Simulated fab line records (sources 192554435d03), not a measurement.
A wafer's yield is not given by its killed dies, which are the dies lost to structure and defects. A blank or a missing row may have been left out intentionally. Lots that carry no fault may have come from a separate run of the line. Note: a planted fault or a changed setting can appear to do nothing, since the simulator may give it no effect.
A single fault, viewed from 2 desks	flow n5Finfet	every desk sees just its own numbers, and what lay behind them comes last

== AT THE TOOL OWNER'S DESK: rieDiel-03 ==
The tool's own readings at N5_HKMG_FIN_ETCH_54 (etches SiARC in CF4, target depth 45.5 nm, time 75.8 s): means of the sampled wafers that have a number, for each lot that ran on this tool. The brackets show how far a lot's mean lies from the usual mean; more than 4 standard deviations puts the lot out of limits, marked OUT.
Columns: A = drypumpMotorCurrentA at N5_HKMG_FIN_ETCH_54, usual 5.7 A; B = etchRfOnTimeS at N5_HKMG_FIN_ETCH_54, usual 75.0 s; C = oesProductAu at N5_HKMG_FIN_ETCH_54, usual 0.67 a.u.; D = rfFwdPowerW at N5_HKMG_FIN_ETCH_54, usual 538.7 W; E = rfVppV at N5_HKMG_FIN_ETCH_54, usual 184.5 V; F = showerheadPlenumPTorr at N5_HKMG_FIN_ETCH_54, usual 2.18 Torr; G = throttleValvePct at N5_HKMG_FIN_ETCH_54, usual 15.57 %
lot	first seen here	A	B	C	D	E	F	G
L388	day 5 01:43	5.5	75.0	0.79	539.2	184.8	2.15	15.33
L389	day 5 08:31	5.4	73.8	0.76	536.4	184.7	2.15	15.51
L390	day 5 13:05	5.6	73.6	0.72	536.1	183.6	2.11	15.63
L403	day 9 02:46	5.4	78.4	0.64	536.8	184.9	2.20	15.55
L404	day 9 05:57	5.2	79.1	0.67	536.2	184.2	2.19	15.59
This desk found nothing out of limits on any of the 5 lots.

== AT THE METROLOGY DESK ==
What the gauges read, lot by lot, whatever tool the lot ran on: means of the sampled wafers that have a number. The brackets show how far a lot's mean lies from the usual mean; more than 4 standard deviations puts the lot out of limits, marked OUT. 7 of its 11 readings are shown, namely those furthest out on some lot.
Columns: A = DIBL_N at N5_BEOL_M4_RC_MEAS_101, usual 35.7 mV/V; B = DIBL_P at N5_BEOL_M4_RC_MEAS_101, usual 35.7 mV/V; C = IOFF_P at N5_BEOL_M4_RC_MEAS_101, usual 0.20 nA/um; D = SS_N at N5_BEOL_M4_RC_MEAS_101, usual 71.3 mV/dec; E = SS_P at N5_BEOL_M4_RC_MEAS_101, usual 73.1 mV/dec; F = VT_N at N5_BEOL_M4_RC_MEAS_101, usual 250 mV; G = VT_P at N5_BEOL_M4_RC_MEAS_101, usual -251 mV
lot	first seen here	A	B	C	D	E	F	G
L384	day 4 00:25	36.4	35.8	0.21	71.5	73.0	251	-251
L388	day 5 04:05	36.2	34.0	0.20	72.1	72.8	249	-252
L389	day 5 11:04	32.8	32.7	0.17	71.0	72.3	251	-253
L390	day 5 16:03	36.3	37.5	0.23	71.3	73.1	246	-248
L393	day 6 08:10	36.1	34.7	0.18	71.1	73.2	252	-256
L402	day 8 19:38	34.0	34.8	0.15	71.6	72.9	251	-257
L403	day 9 05:08	36.0	35.1	0.21	71.2	72.7	251	-249
L404	day 9 08:32	35.0	35.5	0.19	71.1	72.8	251	-254
L405	day 9 12:50	34.9	34.5	0.20	71.0	72.8	251	-251
This desk found nothing out of limits on any of the 9 lots.

== ALL TOGETHER ==
The desk of the tool owner found nothing out of limits.
The metrology desk saw nothing out of limits.

== WHAT THE SIMULATOR PUT IN ==
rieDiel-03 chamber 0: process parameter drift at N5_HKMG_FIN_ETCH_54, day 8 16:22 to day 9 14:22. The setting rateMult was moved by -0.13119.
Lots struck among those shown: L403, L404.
